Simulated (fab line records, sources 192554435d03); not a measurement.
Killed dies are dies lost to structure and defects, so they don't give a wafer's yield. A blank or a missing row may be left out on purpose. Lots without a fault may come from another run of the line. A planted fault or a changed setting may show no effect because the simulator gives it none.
fab line records | flow n5_finfet
record lots=9 wafers=27 last_day=17
route steps=1938 shown MOL_CONTACT_COAG@605 BEOL_M0_SAQP@636 BEOL_M4@1111 PASSIVATION@1936
lots that met no fault: from a run of the same line without faults
start_h: hours from the record's first day to the start of the lot's first wafer shown | wait_h: hours since the lot's step before | " the same as in the row above | L1.1+2: a row that stands for several wafers | - no value, or no start given | * or withheld: withheld | < > ~ a bound
route shown NAME@n: a module of which the file shows steps, and the number in the route of the first | usual: mean/standard deviation of fault-free wafers | same: alike in all rows | chamber/n: place in a boat | sites: the reading at each site | _std_site: their standard deviation | _edge_site: outer sites' mean less inner sites' | radius_mm: how far each site lies from the wafer's centre | mask NAME#n: copy n | behind: the tool/chamber that last shaped the wafer | hold: why the lot was held/for how many hours/how that ended | device: the transistor (n, p or np) that didn't switch | end of line: the same wafers' tests at the end of the route | a step without rows: its recipe alone | killed: dies lost to structure and defects at the first sort, not the wafer's yield | map: a wafer's dies, x killed, . not, _ none there
set.NAME: the setting as run; set.NAME@STEP: as run at that earlier step | model.NAME: the simulator's own value behind a step, which no gauge read
steps of the route over a sample of lots; a table a step, a row a wafer
services: from which hour (start_h, from the record's first day; less than 0 if before it) a tool's chamber was out of use, for how many hours, and why
## steps
# step N5_MOL_CONTACT_COAG_DESCUM_45
# recipe chemistry=O2 time_s=7 source_power_w=50 bias_power_w=20 pressure_mtorr=20 rf_frequency_hz=2.712e+07 temp_c=40 resist=CAR-EUV o2_flow_sccm=225
# usual drypump_motor_current_A=5.9/0.35 oes_product_au=0.77/0.082 rf_vpp_V=243.6/1.4 showerhead_plenum_p_Torr=2.12/0.067 throttle_valve_pct=20.48/0.28
# columns lot.wafer tool chamber start_h wait_h drypump_motor_current_A oes_product_au rf_hours_counter_h rf_vpp_V showerhead_plenum_p_Torr throttle_valve_pct
L864.1 rie_diel-03 2 106.67 0.0 5.8 0.93 24 245.5 2.23 20.11
L864.3 " 1 " " 5.4 0.77 - 241.9 2.01 19.96
L864.6 " 2 " " 5.7 0.93 - 245.1 2.23 20.09
L866.1 rie_diel-03 3 122.64 0.0 5.6 0.75 161 242.7 2.10 20.76
L866.2 " 0 " " 5.6 0.69 213 244.2 2.16 20.70
L866.5 " 0 " " 5.6 0.70 - 244.6 2.16 20.69
L871.2 rie_diel-05 1 150.07 0.0 5.5 0.71 176 243.5 2.17 20.52
L871.3 " 0 " " 5.6 0.87 29 245.3 2.22 20.06
L871.6 " 1 " " 5.5 0.72 - 244.9 2.17 20.52
L874.2 rie_diel-04 3 166.48 0.0 6.2 0.75 172 243.4 2.08 20.68
L874.4 " 1 " " 6.5 0.68 240 244.3 2.15 20.73
L874.5 " 1 " " 6.5 0.69 - 244.1 2.15 20.71
L875.1 rie_diel-04 3 169.99 0.3 6.3 0.74 175 243.1 2.08 20.66
L875.2 " 0 " " 6.3 0.70 224 245.0 2.17 20.60
L875.6 " 1 " " 6.4 0.68 - 244.3 2.15 20.72
L876.1 rie_diel-03 2 177.16 0.0 5.8 0.89 48 246.7 2.22 20.14
L876.2 " 1 " " 5.4 0.74 165 241.4 2.00 20.01
L876.3 " 0 " " 5.7 0.67 232 244.4 2.16 20.73
L877.1 rie_diel-04 2 188.43 0.1 6.1 0.75 165 244.5 2.08 20.76
L877.4 " 1 " " 6.4 0.67 247 244.4 2.15 20.73
L877.5 " 3 " " 6.2 0.74 - 244.3 2.08 20.69
L886.2 rie_diel-04 0 237.10 0.0 6.3 0.69 249 243.7 2.16 20.63
L886.3 " 2 " " 6.1 0.74 185 243.3 2.07 20.79
L886.6 " 0 " " 6.3 0.69 - 244.0 2.16 20.62
L885.3 rie_diel-04 1 241.59 0.0 6.5 0.96 10 243.1 2.15 20.42
L885.4 " 2 " " 6.1 0.74 186 242.5 2.07 20.79
L885.6 " 0 " " 6.3 0.69 - 243.0 2.16 20.61
# step N5_MOL_CONTACT_COAG_ETCH_124
# recipe chemistry=CH3F/O2 target=SiNx target_depth_a=65 mask_material=SOC stop_on=SiOC over_etch_frac=0.3 ion_energy_ev=120 pressure_mtorr=30 source_w=395 bias_w=73 Ar_flow_sccm=150 CH3F_flow_sccm=30 O2_flow_sccm=20 ends=end_point
# usual CH3F_flow_sccm=29.99/0.1 drypump_motor_current_A=5.8/0.34 oes_product_au=0.66/0.063 rf_vpp_V=298/3.9 showerhead_plenum_p_Torr=2.03/0.064 throttle_valve_pct=16.34/0.27
# columns lot.wafer tool chamber start_h wait_h CH3F_flow_sccm drypump_motor_current_A oes_product_au rf_hours_counter_h rf_vpp_V showerhead_plenum_p_Torr throttle_valve_pct
L864.1 rie_diel-03 1 107.40 0.0 29.89 5.4 0.65 141 292 1.92 15.90
L864.3 " 1 " " 29.77 5.4 0.65 - 293 1.92 15.90
L864.6 " 2 " " 30.11 5.7 0.79 - 300 2.13 15.95
L866.1 rie_diel-05 1 123.24 0.0 30.12 5.5 0.62 167 302 2.07 16.38
L866.2 " 3 " " 30.15 5.8 0.74 34 293 1.96 16.14
L866.5 " 1 " " 30.07 5.5 0.61 - 304 2.07 16.37
L871.2 rie_diel-05 2 150.57 0.0 30.11 5.5 0.73 43 304 2.03 16.17
L871.3 " 0 " " 29.94 5.7 0.75 29 295 2.13 15.98
L871.6 " 2 " " 30.09 5.5 0.73 - 302 2.03 16.17
L874.2 rie_diel-05 3 166.98 0.0 29.78 5.8 0.71 49 292 1.95 16.17
L874.4 " 2 " " 30.02 5.5 0.73 47 304 2.03 16.18
L874.5 " 2 " " 30.19 5.5 0.73 - 304 2.03 16.18
L875.1 rie_diel-05 3 171.20 0.0 30.02 5.8 0.72 51 293 1.95 16.16
L875.2 " 0 " " 30.06 5.6 0.73 36 297 2.13 16.03
L875.6 " 3 " " 29.96 5.8 0.72 - 292 1.95 16.17
L876.1 rie_diel-03 0 177.70 0.0 30.13 5.6 0.59 232 302 2.06 16.62
L876.2 " 3 " " 29.96 5.5 0.62 181 295 1.99 16.64
L876.3 " 2 " " 30.01 5.7 0.75 48 299 2.12 16.01
L877.1 rie_diel-04 1 189.40 0.0 29.93 6.4 0.57 247 295 2.05 16.65
L877.4 " 3 " " 30.07 6.2 0.64 181 296 1.99 16.60
L877.5 " 2 " " 29.92 6.0 0.64 - 299 1.99 16.66
L886.2 rie_diel-04 3 238.18 0.0 29.78 6.3 0.62 199 296 1.98 16.64
L886.3 " 1 " " 30.09 6.5 0.80 10 295 2.05 16.23
L886.6 " 1 " " 30.17 6.5 0.81 - 296 2.05 16.24
L885.3 rie_diel-03 1 242.75 0.0 29.92 5.4 0.63 188 293 1.91 15.97
L885.4 " 2 " " 29.91 5.8 0.72 - 300 2.11 16.05
L885.6 " 1 " " 29.91 5.4 0.62 - 293 1.91 15.98
# step N5_MOL_CONTACT_COAG_CMP_52
# recipe stop_on=SiO2 t_overpolish_s=1.5 post_cmp_clean=w_dilute_nh4oh down_force_psi=4 platen_rpm=50.289 pad_velocity_m_s=1.0006 target_thk_nm=66.5
# usual edge_zone_pressure_frac=1.000/0.0046 head_pressure_psi=4.002/0.0088 motor_current_A=12.3/1.2 overpolish_run_s=1.500/0.0092 slurry_filter_dp_kPa=13.50/0.13 time_to_endpoint_s=13.6/1.7
# columns lot.wafer tool chamber start_h wait_h edge_zone_pressure_frac head_pressure_psi motor_current_A overpolish_run_s slurry_filter_dp_kPa time_to_endpoint_s
L864.1 cmp-04 0 108.70 0.1 1.001 4.002 16.1 1.505 13.48 16.9
L864.3 " 1 " " 1.000 4.003 12.3 1.506 13.38 15.3
L864.6 " 3 " " 1.004 3.988 10.7 1.495 13.32 12.9
L866.1 cmp-01 0 124.13 0.1 0.999 3.994 11.2 1.500 13.67 11.0
L866.2 " 3 " " 0.994 3.994 12.2 1.493 13.29 11.8
L866.5 " 0 " " 0.998 3.998 11.2 1.483 13.44 13.2
L871.2 cmp-01 1 151.38 0.1 0.994 4.002 11.3 1.487 13.49 12.4
L871.3 " 2 " " 1.001 3.996 11.3 1.493 13.68 9.9
L871.6 " 1 " " 1.003 3.992 11.0 1.505 13.30 10.8
L874.2 cmp-03 3 167.83 0.1 0.999 3.999 12.3 1.516 13.29 12.6
L874.4 " 0 " " 1.006 4.009 12.6 1.489 13.49 11.0
L874.5 " 2 " " 1.005 4.001 11.5 1.512 13.57 14.4
L875.2 cmp-01 1 172.01 0.1 - - - - - -
L875.1 " 3 " " - - - - - -
L875.6 " 1 " " - - - - - -
L876.2 cmp-01 1 178.47 0.0 - - - - - -
L876.3 " 2 " " - - - - - -
L876.1 " 0 " " - - - - - -
L877.1 cmp-04 3 190.19 0.0 - - - - - -
L877.4 " 2 " " - - - - - -
L877.5 " 3 " " - - - - - -
L886.2 cmp-04 2 238.99 0.1 1.005 3.998 11.7 1.504 13.44 12.8
L886.3 " 3 " " 1.000 4.009 10.7 1.494 13.30 15.1
L886.6 " 2 " " 1.001 3.997 11.3 1.494 13.42 13.3
L885.3 cmp-04 2 243.56 0.1 1.000 3.997 12.0 1.506 13.58 12.0
L885.4 " 0 " " 0.997 3.995 16.0 1.500 13.70 11.2
L885.6 " 1 " " 0.994 4.006 12.6 1.505 13.79 13.6
# step N5_MOL_CONTACT_COAG_THK_MEAS_53
# recipe reads=SiO2_of_MOL_CONTACT_COAG_PECVD_31
# usual VIA_MOL_THK=44.0/0.57
# columns lot.wafer tool chamber start_h wait_h VIA_MOL_THK[nm]
L864.1 film_metro-01 - 108.92 - 44.4
L864.3 " - " " 44.1
L864.6 " - " " 44.7
L866.1 film_metro-01 - 124.43 - 43.8
L866.2 " - " " 43.7
L866.5 " - " " 44.1
L871.2 film_metro-01 - 151.63 - 43.7
L871.3 " - " " 43.9
L871.6 " - " " 44.5
L874.2 film_metro-01 - 168.09 - 43.6
L874.4 " - " " 44.7
L874.5 " - " " 44.7
L875.1 film_metro-01 - 172.27 0.1 -
L875.2 " - " " -
L875.6 " - " " -
L876.1 film_metro-02 - 178.76 0.1 -
L876.2 " - " " -
L876.3 " - " " -
L877.1 film_metro-01 - 190.48 0.3 -
L877.4 " - " " -
L877.5 " - " " -
L886.2 film_metro-02 - 239.25 - 43.4
L886.3 " - " " 43.5
L886.6 " - " " 44.4
L885.3 film_metro-02 - 243.82 - 44.1
L885.4 " - " " 44.1
L885.6 " - " " 43.9
# step N5_MOL_CONTACT_COAG_INSPECT_97
# recipe inspect_instrument=darkfield mode=post_anneal
# usual raw_defect_count=48/19
# columns lot.wafer tool chamber start_h wait_h raw_defect_count
L864.1 defect_inspect-01 - 111.97 0.0 42
L864.3 " - " " 42
L864.6 " - " " 32
L866.1 defect_inspect-01 - 127.48 0.0 71
L866.2 " - " " 43
L866.5 " - " " 105
L871.2 defect_inspect-01 - 154.72 0.1 57
L871.3 " - " " 17
L871.6 " - " " 29
L874.2 defect_inspect-01 - 171.35 0.0 42
L874.4 " - " " 46
L874.5 " - " " 18
L875.1 defect_inspect-01 - 175.33 0.0 1339
L875.2 " - " " 1278
L875.6 " - " " 1247
L876.1 defect_inspect-02 - 181.82 0.0 1294
L876.2 " - " " 1299
L876.3 " - " " 1302
L877.1 defect_inspect-01 - 193.55 0.0 1245
L877.4 " - " " 1232
L877.5 " - " " 1218
L886.2 defect_inspect-01 - 242.32 0.0 70
L886.3 " - " " 46
L886.6 " - " " 46
L885.3 defect_inspect-02 - 246.92 0.1 43
L885.4 " - " " 60
L885.6 " - " " 56
# step N5_BEOL_M0_SAQP_PECVD_96
# recipe material=a-Si target_thk_a=450 temp_c=350 precursor=SiH4/He pressure_torr=3 rf_w=100 time_s=45.2
# usual heater_power_w=592/43 showerhead_plenum_p_Torr=5.66/0.042 throttle_valve_pct=18.5/1.1
# columns lot.wafer tool chamber start_h wait_h heater_power_w showerhead_plenum_p_Torr throttle_valve_pct
L864.1 pecvd-04 2 114.56 0.0 517 5.67 16.4
L864.3 " 0 " " 557 5.71 18.8
L864.6 " 1 " " 655 5.65 19.2
L866.1 pecvd-03 0 128.58 0.0 610 5.71 17.3
L866.2 " 2 " " 655 5.60 17.6
L866.5 " 1 " " 620 5.67 17.7
L871.2 pecvd-04 1 155.28 0.0 589 5.65 19.5
L871.3 " 2 " " 602 5.67 16.4
L871.6 " 0 " " 568 5.70 19.5
L874.2 pecvd-04 2 173.96 0.0 589 5.68 16.4
L874.4 " 2 " " 587 5.68 16.7
L874.5 " 2 " " 592 5.67 16.9
L886.2 pecvd-02 0 244.76 0.0 521 5.58 19.3
L886.3 " 1 " " 604 5.70 20.1
L886.6 " 1 " " 618 5.70 20.4
L885.3 pecvd-03 2 248.85 0.0 620 5.57 16.1
L885.4 " 2 " " 620 5.58 15.9
L885.6 " 0 " " 619 5.71 17.3
# step N5_BEOL_M4_RC_MEAS_101
# usual DIBL_N=35.9/1.3 DIBL_P=35.9/1.6 IOFF_N=0.156/0.022 IOFF_P=0.205/0.023 ION_N=675/9 ION_P=463/5.6 SS_N=71.4/0.57 SS_P=73.1/0.52 VT_N=249.7/2.8 VT_P=-250.2/2.5
# columns lot.wafer tool chamber start_h wait_h DIBL_N[mV/V] DIBL_P[mV/V] IOFF_N[nA/um] IOFF_P[nA/um] ION_N[uA/um] ION_P[uA/um] SS_N[mV/dec] SS_P[mV/dec] VT_N[mV] VT_P[mV]
L864.1 prober-02 0 172.14 0.0 35.6 34.2 0.159 0.222 675 464 71.5 73.0 246.2 -248.6
L864.3 " 0 " " 35.5 34.0 0.150 0.217 666 461 72.1 72.8 250.6 -248.1
L864.6 " 0 " " 35.9 33.5 0.156 0.207 667 457 71.5 72.6 248.4 -250.1
L866.1 prober-02 0 178.45 0.0 35.7 36.3 0.169 0.208 679 460 71.8 73.6 247.4 -251.9
L866.2 " 0 " " 34.0 33.5 0.136 0.173 663 454 71.2 72.4 252.1 -254.5
L866.5 " 0 " " 36.6 37.3 0.185 0.220 680 463 72.8 72.9 247.1 -251.7
L871.2 prober-02 0 222.86 0.2 37.2 36.4 0.155 0.213 672 463 72.2 73.2 249.8 -249.4
L871.3 " 0 " " 35.3 34.1 0.128 0.190 656 456 71.9 72.2 253.4 -249.6
L871.6 " 0 " " 35.9 35.7 0.136 0.205 661 459 71.6 73.4 250.5 -251.1
L874.2 prober-01 0 229.67 0.2 35.9 36.0 0.162 0.199 670 461 71.2 72.5 247.1 -250.7
L874.4 " 0 " " 35.2 35.3 0.151 0.188 678 465 71.4 72.7 245.8 -251.3
L874.5 " 0 " " 35.7 35.8 0.155 0.194 670 462 71.5 73.0 246.7 -252.4
L886.2 prober-02 0 298.43 0.2 38.9 38.9 0.200 0.240 683 463 71.4 74.7 246.9 -249.0
L886.3 " 0 " " 38.1 36.9 0.182 0.209 680 460 71.7 73.5 248.8 -250.7
L886.6 " 0 " " 37.4 36.3 0.172 0.203 680 462 71.7 73.1 250.2 -252.5
L885.3 prober-01 0 314.45 0.3 34.8 33.5 0.121 0.176 667 466 71.0 72.4 252.6 -252.6
L885.4 " 0 " " 35.9 35.1 0.141 0.204 671 468 71.4 73.3 251.9 -248.8
L885.6 " 0 " " 35.1 33.4 0.122 0.179 669 464 70.9 73.0 252.8 -248.2
# step N5_PASSIVATION_PROBE_49
# usual killed_at_M0_to_M3=35/11 killed_at_M4_up=14/5.4 killed_at_contacts=12/6.2 killed_at_front_end=38/11 killed_at_other=4.1/2.8 killed_dies=103/17 killed_on_rim=13/4 killed_open=66/13 killed_short=34/8.2
# same gross_dies=1180 killed_at_back_side=0
# columns lot.wafer tool chamber start_h wait_h killed_at_M0_to_M3 killed_at_M4_up killed_at_contacts killed_at_front_end killed_at_other killed_dies killed_on_rim killed_open killed_short
L875.1 prober-02 - 339.41 0.0 39 15 1089 36 1 1180 152 64 36
L875.2 prober-02 - 339.46 0.1 55 25 1071 25 4 1180 152 77 50
L875.6 prober-02 - 339.66 0.3 49 16 1075 36 4 1180 152 64 59
L876.1 prober-02 - 345.97 0.0 21 13 1103 38 5 1180 152 58 28
L876.2 prober-02 - 346.02 0.1 34 10 1091 40 5 1180 152 66 31
L876.3 prober-02 - 346.07 0.1 25 14 1068 68 5 1180 152 79 40
L877.1 prober-02 - 362.96 0.0 40 22 1057 53 8 1180 152 96 36
L877.4 prober-02 - 363.11 0.2 30 10 1095 41 4 1180 152 69 30
L877.5 prober-02 - 363.16 0.2 45 18 1068 43 6 1180 152 81 36
# killed by level:class
L875.1 MOL_CONTACT_COAG:area_cmp=1080 FIN_SAQP:geometric_particle:open=14 BEOL_M1:geometric_particle:short=13 MOL_CONTACT_COAG:geometric_particle:open=8 BEOL_M0_SAQP:geometric_particle:open=6 BEOL_M0_SAQP:geometric_particle:short=6 BEOL_M2:geometric_particle:open=6 BEOL_M4:geometric_particle:open=5
L875.2 MOL_CONTACT_COAG:area_cmp=1053 BEOL_M0_SAQP:geometric_particle:open=15 MOL_CONTACT_COAG:geometric_particle:open=15 BEOL_M0_SAQP:geometric_particle:short=14 BEOL_M4:geometric_particle:open=11 BEOL_M1:geometric_particle:short=9 BEOL_M2:geometric_particle:open=8 BEOL_M4:geometric_particle:short=8
L875.6 MOL_CONTACT_COAG:area_cmp=1057 BEOL_M0_SAQP:geometric_particle:short=12 BEOL_M2:geometric_particle:open=12 MOL_CONTACT_COAG:geometric_particle:open=11 BEOL_M1:geometric_particle:short=11 BEOL_M4:geometric_particle:short=11 FIN_SAQP:geometric_particle:short=9 BEOL_M0_SAQP:geometric_particle:open=8
L876.1 MOL_CONTACT_COAG:area_cmp=1093 FIN_SAQP:geometric_particle:open=10 STI_FIN_REVEAL:geometric_particle:open=8 FIN_SAQP:geometric_particle:short=7 MOL_CONTACT_COAG:geometric_particle:open=7 BEOL_M3:geometric_particle:open=5 BEOL_M4:geometric_particle:open=5 BEOL_M0_SAQP:geometric_particle:short=4
L876.2 MOL_CONTACT_COAG:area_cmp=1083 STI_FIN_REVEAL:geometric_particle:open=16 FIN_SAQP:geometric_particle:open=7 GATE_CUT:geometric_particle:short=6 BEOL_M1:geometric_particle:open=6 BEOL_M2:geometric_particle:open=6 MOL_CONTACT_COAG:geometric_particle:open=5 BEOL_M0_SAQP:geometric_particle:open=5
L876.3 MOL_CONTACT_COAG:area_cmp=1061 STI_FIN_REVEAL:geometric_particle:open=23 BEOL_M0_SAQP:geometric_particle:short=8 ILD0:geometric_particle:short=7 MOL_CONTACT_COAG:geometric_particle:open=7 FIN_SAQP:geometric_particle:open=6 FIN_SAQP:geometric_particle:short=6 BEOL_M4:geometric_particle:open=6
L877.1 MOL_CONTACT_COAG:area_cmp=1048 FIN_SAQP:geometric_particle:open=14 BEOL_M4:geometric_particle:open=11 BEOL_M3:geometric_particle:open=10 BEOL_M1:geometric_particle:open=9 DUMMY_GATE:geometric_particle:open=8 MOL_CONTACT_COAG:geometric_particle:open=8 STI_FIN_REVEAL:geometric_particle:open=7
L877.4 MOL_CONTACT_COAG:area_cmp=1080 MOL_CONTACT_COAG:geometric_particle:open=14 STI_FIN_REVEAL:geometric_particle:open=13 BEOL_M2:geometric_particle:open=8 BEOL_M0_SAQP:geometric_particle:open=7 FIN_SAQP:geometric_particle:short=6 BEOL_M0_SAQP:geometric_particle:short=6 BEOL_M4:geometric_particle:open=6
L877.5 MOL_CONTACT_COAG:area_cmp=1062 BEOL_M0_SAQP:geometric_particle:short=12 BEOL_M0_SAQP:geometric_particle:open=10 STI_FIN_REVEAL:geometric_particle:open=8 BEOL_M2:geometric_particle:open=6 BEOL_M4:geometric_particle:open=6 FIN_SAQP:geometric_particle:open=5 DUMMY_GATE:geometric_particle:open=5
## services
# columns tool chamber start_h hours kind
cmp-04 - 83.04 4.6 repair
rie_diel-03 3 95.34 22.6 repair
pecvd-03 0 98.50 6.5 repair
cmp-01 - 101.93 0.7 repair
cmp-03 - 103.29 3.8 repair
rie_diel-03 0 103.91 18.7 repair
cmp-03 - 107.12 5.7 pm
rie_diel-03 - 112.50 2.8 repair
rie_diel-04 2 116.92 6.0 repair
cmp-04 - 123.60 3.2 repair
cmp-03 - 123.72 1.0 repair
pecvd-03 - 126.99 0.5 repair
pecvd-04 - 133.72 14.6 pm
cmp-03 - 143.32 18.2 repair
cmp-04 - 148.38 1.8 repair
cmp-03 - 171.73 4.0 pm
pecvd-04 0 173.37 10.2 repair
pecvd-04 2 190.12 32.7 repair
pecvd-03 2 198.64 13.5 repair
cmp-04 - 202.11 4.0 pm
cmp-03 - 204.25 0.4 repair
cmp-04 - 207.42 3.5 pm
rie_diel-05 0 219.57 8.4 repair
rie_diel-05 2 241.26 2.6 repair
## key
first_sign step=N5_MOL_CONTACT_COAG_CMP_52 reading=tool_record direction=missing
effect step=N5_MOL_CONTACT_COAG_THK_MEAS_53 reading=VIA_MOL_THK direction=missing
effect step=N5_MOL_CONTACT_COAG_INSPECT_97 reading=raw_defect_count direction=up sigmas=65 usual=48 struck=1273
effect step=N5_PASSIVATION_PROBE_49 reading=killed_at_contacts direction=up sigmas=99+ usual=12 struck=1080
more_kills_born_at N5_MOL_CONTACT_COAG_CMP_52@cmp-01=6417 N5_MOL_CONTACT_COAG_CMP_52@cmp-04=3186
met_at N5_MOL_CONTACT_COAG_CMP_52
struck_lots L875,L876,L877
later_rows_left_out L875.1,L875.2,L875.6,L876.1,L876.2,L876.3,L877.1,L877.4,L877.5
tester_left_out L875,L876,L877
not_acting_at N5_MOL_CONTACT_COAG_DESCUM_45,N5_MOL_CONTACT_COAG_ETCH_124,N5_BEOL_M0_SAQP_PECVD_96
onset_between 151.38 172.01
fault kind=skipped_step_whole tool=cmp-01,cmp-04 chamber=- onset_h=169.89 steps=N5_MOL_CONTACT_COAG_CMP_52 scope=struck_lots_only
# tester_left_out: of these lots the tester's yield and bins aren't shown, on N5 and GAA mostly nor the transistor test; their killed dies are dies lost to structure and defects alone, not to doping, threshold or leakage, so they don't give the yield
# later_rows_left_out: the simulator's readings of these wafers behind a module that went badly wrong aren't trusted and aren't shown, but for the sort
